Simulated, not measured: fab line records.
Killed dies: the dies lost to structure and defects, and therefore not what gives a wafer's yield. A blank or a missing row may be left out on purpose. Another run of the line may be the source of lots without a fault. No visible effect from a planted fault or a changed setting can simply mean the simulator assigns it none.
Lot-split experiment | flow n5-finfet | 21 wafers read from 7 lots, route of 1938 steps

== THE SPLIT ITSELF ==
At N5_BEOL_M2_COAT_62 (time 60 s, resist thk 12 nm), the setting spin-rpm was moved away from the recipe's 1500 rpm on 7 of the 21 wafers read, by -10.6% to +4.9%. The other wafers ran this setting at the recipe's value.

== FROM THE SPLIT TO THE READING: what the file shows between them, 4 steps ==
- N5_BEOL_M2_COAT_73: time 60 s, resist thk 5 nm
- N5_BEOL_M2_COAT_05: resist thk 30 nm
- N5_BEOL_M2_DESCUM_16: chemistry O2, time 7 s
- N5_BEOL_M2_ETCH_74: etches underlayer in N2/H2, target depth 6.5 nm, time 5.2 s

== THE READING ==
etch.depth-nm (the simulator's own value, which no gauge read), in nm, at N5_BEOL_M2_ETCH_63 (etches SiARC in CF4, target depth 15.6 nm, time 26 s). The file gives no usual value for it. Average 12.01 nm, standard deviation 0.026 nm, over the 14 wafers here run with the recipe.

wafer  | tool, chamber at the split | spin-rpm as run, rpm | against the recipe | etch.depth-nm, nm | against lot-mates on the recipe
L076.2 | litho-track-03, 0          | 1500                 | recipe             | 12                | -
L076.5 | litho-track-03, 0          | 1500                 | recipe             | 11.97             | -
L076.6 | litho-track-03, 0          | 1500                 | recipe             | 11.99             | -
L077.1 | litho-track-03, 0          | 1500                 | recipe             | 11.98             | -
L077.3 | litho-track-03, 0          | 1573                 | +4.9%              | 11.69             | -0.29
L077.5 | litho-track-03, 0          | 1573                 | +4.9%              | 11.69             | -0.29
L083.3 | litho-track-05, 0          | 1500                 | recipe             | 11.99             | -
L083.5 | litho-track-05, 0          | 1500                 | recipe             | 12.04             | -
L083.6 | litho-track-05, 0          | 1500                 | recipe             | 12.05             | -
L084.2 | litho-track-04, 0          | 1420                 | -5.3%              | 12.37             | +0.31
L084.5 | litho-track-04, 0          | 1420                 | -5.3%              | 12.38             | +0.32
L084.6 | litho-track-04, 0          | 1500                 | recipe             | 12.06             | -
L088.4 | litho-track-05, 0          | 1341                 | -10.6%             | 12.68             | +0.68
L088.5 | litho-track-05, 0          | 1500                 | recipe             | 12                | -
L088.6 | litho-track-05, 0          | 1341                 | -10.6%             | 12.7              | +0.70
L095.2 | litho-track-04, 0          | 1500                 | recipe             | 12.01             | -
L095.5 | litho-track-04, 0          | 1410                 | -6.0%              | 12.4              | +0.40
L095.6 | litho-track-04, 0          | 1500                 | recipe             | 11.99             | -
L097.3 | litho-track-03, 0          | 1500                 | recipe             | 12                | -
L097.4 | litho-track-03, 0          | 1500                 | recipe             | 11.99             | -
L097.5 | litho-track-03, 0          | 1500                 | recipe             | 12.01             | -

FIT RESULTS
A straight line over all 21 wafers: etch.depth-nm changes by -0.0653 nm for each +1% of spin-rpm; r = -1.00; the points scatter about the line by 0.023 nm.
The same after taking each lot's own level away (the mean of its wafers on the recipe; 21 wafers): -0.0634 nm for each +1%; r = -1.00; scatter 0.018 nm.
The reading moves by 0.67 nm for the largest change in spin-rpm, on that fit.
The lots' own levels span 11.980 to 12.060 nm, that is 3.1 times the standard deviation above.
So the lot-to-lot level changes the slope little: the two slopes agree.
Check: with one of the wafers moved furthest among these (-10.6%) left out of the fit, the line predicts +0.672 nm for it against its lot-mates. Against them it came out at +0.68 nm.

== FURTHER SPLITS ON THESE WAFERS ==
Other splits were also applied to these wafers ahead of the reading. Each is held against what the fit with the lots' levels taken away leaves over:
other split on the same wafers            | wafers away from the commonest value | r with etch.depth-nm (lot level and that fit taken away)
N5_BEOL_M0_TRENCH_ETCH_107 target-depth-a | 7                                    | -0.05
N5_BEOL_M1_ETCH_64 source-w               | 5                                    | -0.44
N5_BEOL_M2_ILD_DEP_00 time-s              | 6                                    | -0.25

== THE WHOLE CHAIN: every reading that the file lists as answering this split, in the file's order ==
step               | what it does                                         | reading                                                                          | change (the file's fit)                | r (the file's)
N5_BEOL_M2_COAT_62 | time 60 s, resist thk 12 nm                          | SiARC_of_BEOL_M2_COAT_62.thk-nm (the simulator's own value, which no gauge read) | -0.064 nm for each +1% of the setting  | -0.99
N5_BEOL_M2_ETCH_63 | etches SiARC in CF4, target depth 15.6 nm, time 26 s | etch.depth-nm (the simulator's own value, which no gauge read)                   | -0.0639 nm for each +1% of the setting | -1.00

== THE FILE'S OWN FIT ==
etch.depth-nm changes by -0.0639 nm for each +1% of spin-rpm, r = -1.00.
